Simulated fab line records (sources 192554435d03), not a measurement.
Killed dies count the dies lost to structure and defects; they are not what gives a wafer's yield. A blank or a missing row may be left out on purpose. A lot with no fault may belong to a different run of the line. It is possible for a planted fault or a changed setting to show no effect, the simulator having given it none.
A lot that was struck, set against a sound lot    flow n5_finfet    22 steps out of a route of 1938
Sound: these wafers, L718.1, L718.2, L718.4. Wafers L712.1, L712.4, L712.5 were the ones struck. The cause comes at the end.
Order at every step that has rows: each side's tool, ch and its chambers, its first start. Under that, the readings that differ: sound wafers    struck wafers    difference of the means    sigmas: that difference in standard deviations of wafers without a fault.
alike: a reading whose means differ by less than 2 such deviations, as well as words and numbers matching on both sides. not compared: withheld readings; readings where some wafer has no value; bounds like >300 that might hide an equal value; numbers whose values overlap and for which the record gives no deviation.
The two part at a step that has a row with sigmas, a row that says differs or no value, or rows on one side only. Numbers that don't overlap but have no deviation are shown without sigmas and don't part them. Lack of a reading on every wafer of one side parts them only where that side has two or more wafers.

first, 9 steps without rows for these wafers: N5_BEOL_M3_PRE_CLEAN_60 (time 15 s); N5_BEOL_M3_CO_CAP_55 (material Co, precursor CCTBA/H2, target thk 2 nm, time 102.1 s); N5_BEOL_M3_PRE_CLEAN_56 (time 15 s); N5_BEOL_M3_DEP_57 (deposits SiCN from 3MS/NH3, target thk 8 nm, time 14 s); N5_BEOL_M4_ILD_DEP_00 (deposits SiOC from DEMS/O2, target thk 79 nm, time 15.3 s); N5_BEOL_M4_PECVD_72 (deposits SiO2 from TEOS/O2, target thk 16 nm, time 18 s); N5_BEOL_M4_HM_DEP_02 (deposits TiN, target thk 20 nm); N5_BEOL_M4_COAT_61 (time 60 s, resist thk 60 nm); N5_BEOL_M4_COAT_62 (time 60 s, resist thk 12 nm).
N5_BEOL_M4_COAT_73: time 60 s, resist thk 5 nm.
  sound on litho_track-01 ch 0, day 13 15:03; struck on litho_track-04 ch 0, day 11 19:02
reading               sound                 struck                difference  sigmas
spin_speed_rpm (rpm)  1501.3 1499.3 1500.3  1358.4 1356.3 1358.4  -142.6      -99 or more
then, 7 steps without rows for these wafers: N5_BEOL_M4_COAT_05 (resist thk 30 nm); N5_BEOL_M4_EBR_07; N5_BEOL_M4_SOFTBAKE_06 (time 60 s); N5_BEOL_M4_EXPOSE_08 (exposes mask M4); N5_BEOL_M4_PEB_09 (peb time 60 s); N5_BEOL_M4_DEVELOP_10 (develop time 30 s); N5_BEOL_M4_DESCUM_16 (chemistry O2, time 7 s).
N5_BEOL_M4_ETCH_74: etches underlayer in N2/H2, target depth 6.5 nm, time 5.2 s.
  sound on rie_diel-02 ch 0,1,2, day 13 15:36; struck on rie_diel-05 ch 1,2, day 11 19:35
reading                   sound            struck             difference  sigmas
model.etch.depth_nm (nm)  5.02 5.02 5.009  5.248 5.233 5.233  +0.222      
  alike: drypump_motor_current_A, etch_rf_on_time_s, oes_product_au, rf_vpp_V, showerhead_plenum_p_Torr, throttle_valve_pct
  not compared: rf_hours_counter_h, model.CAR-EUV_of_BEOL_M4_COAT_05.thk_nm
N5_BEOL_M4_ETCH_63: etches SiARC in CF4, target depth 15.6 nm, time 26 s.
  sound on rie_diel-02 ch 0,1,2, day 13 15:37; struck on rie_diel-05 ch 1,2, day 11 19:36
  alike: cf4_flow_sccm, drypump_motor_current_A, etch_rf_on_time_s, oes_product_au, rf_vpp_V, showerhead_plenum_p_Torr, throttle_valve_pct
  not compared: rf_hours_counter_h, model.CAR-EUV_of_BEOL_M4_COAT_05.thk_nm
then, 1 step without rows for these wafers: N5_BEOL_M4_ETCH_64 (etches SOC in N2/H2, target depth 75 nm, overetch 22.5 nm, time 121.9 s).
N5_BEOL_M4_RC_MEAS_101:
  sound on prober-02 ch 0, day 14 01:45; struck on prober-02 ch 0, day 12 01:07
  alike: DIBL_N, DIBL_P, IOFF_N, IOFF_P, ION_N, ION_P, SS_N, SS_P, VT_N, VT_P
-- record jumps: 5 days separate the struck wafers' starts on either side; left off in module BEOL_M4, taken up again in module PASSIVATION, whose first shown step is the route's number 1936 --
N5_PASSIVATION_PROBE_49:
  sound on prober-01, day 19 08:28; struck on prober-02, day 16 20:52
  alike: defect_limited_yield, killed_at_M0_to_M3, killed_at_M4_up, killed_at_contacts, killed_at_front_end, killed_at_other, killed_dies, killed_on_rim, killed_open, killed_short, sort_bin_5_function, sort_bin_6_memory, sort_n_pass, sort_yield_pct

WHERE THEY PART
N5_BEOL_M4_COAT_73 only, going by this record. Later steps at which nothing parts them and some readings are alike: N5_BEOL_M4_ETCH_74, N5_BEOL_M4_ETCH_63, N5_BEOL_M4_RC_MEAS_101, N5_PASSIVATION_PROBE_49.

WHY: what the simulator had put in
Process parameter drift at N5_BEOL_M4_COAT_73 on litho_track-04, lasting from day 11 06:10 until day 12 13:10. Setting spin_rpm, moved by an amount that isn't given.
